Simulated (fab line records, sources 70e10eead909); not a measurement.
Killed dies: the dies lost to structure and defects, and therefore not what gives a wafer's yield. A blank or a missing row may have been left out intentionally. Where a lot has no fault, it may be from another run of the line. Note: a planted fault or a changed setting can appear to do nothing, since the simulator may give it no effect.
Matching of chambers || flow nand_harc || NHARC_P_M2_CMP_23 on cmp-01 has 4 sister chambers
The step polishes, t overpolish 20 s, target thk 144.3 nm. 7 wafers are shown with their chamber, then 7 later ones without.

== WAFERS WITH THEIR CHAMBER ==
{"wafer": "L399.3", "chamber": 2, "motor_current_A (A)": 12.5, "time_to_endpoint_s (s)": 26.9}
{"wafer": "L399.6", "chamber": 0, "motor_current_A (A)": 14.8, "time_to_endpoint_s (s)": 27.9}
{"wafer": "L411.1", "chamber": 3, "motor_current_A (A)": 11.2, "time_to_endpoint_s (s)": 28.8}
{"wafer": "L411.4", "chamber": 0, "motor_current_A (A)": 14.8, "time_to_endpoint_s (s)": 27.0}
{"wafer": "L411.5", "chamber": 2, "motor_current_A (A)": 11.9, "time_to_endpoint_s (s)": 22.9}
{"wafer": "L413.1", "chamber": 1, "motor_current_A (A)": 14.5, "time_to_endpoint_s (s)": 29.0}
{"wafer": "L413.4", "chamber": 3, "motor_current_A (A)": 11.3, "time_to_endpoint_s (s)": 29.8}

== WAFERS WITHOUT THEIR CHAMBER ==
{"wafer": "L413.5", "motor_current_A (A)": 14.0, "time_to_endpoint_s (s)": 29.2}
{"wafer": "L414.1", "motor_current_A (A)": 14.3, "time_to_endpoint_s (s)": 30.1}
{"wafer": "L414.4", "motor_current_A (A)": 14.4, "time_to_endpoint_s (s)": 33.1}
{"wafer": "L414.5", "motor_current_A (A)": 11.4, "time_to_endpoint_s (s)": 28.5}
{"wafer": "L415.1", "motor_current_A (A)": 15.2, "time_to_endpoint_s (s)": 31.4}
{"wafer": "L415.2", "motor_current_A (A)": 13.9, "time_to_endpoint_s (s)": 32.7}
{"wafer": "L415.4", "motor_current_A (A)": 11.1, "time_to_endpoint_s (s)": 30.6}

== EACH ONE'S CHAMBER ==
{"wafer": "L413.5", "from the rows above": "can't be placed: 1 or 0", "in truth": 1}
{"wafer": "L414.1", "from the rows above": "can't be placed: 1 or 0", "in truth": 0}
{"wafer": "L414.4", "from the rows above": "can't be placed: 1 or 0", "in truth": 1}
{"wafer": "L414.5", "from the rows above": 3, "in truth": 3}
{"wafer": "L415.1", "from the rows above": "can't be placed: 0 or 1", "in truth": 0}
{"wafer": "L415.2", "from the rows above": "can't be placed: 1 or 0", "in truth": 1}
{"wafer": "L415.4", "from the rows above": 3, "in truth": 3}
Placed correctly: 2 of 7. From these rows, 5 cannot be placed; in 5 the true chamber is one of the candidates. Wrongly placed: 0.
How it was worked out, from the rows above alone: a wafer's distance from a chamber is the root of the sum, over the readings, of the square of ((its reading less the chamber's mean) divided by the reading's scatter). The wafer belongs to the nearest chamber; if the next one is less than 2 further off, it can't be placed. A chamber's mean is the mean of its shown wafers. The scatter: take each reading less its chamber's mean, square it, sum over the shown wafers, divide by the number of wafers less the number of chambers, and take the root.
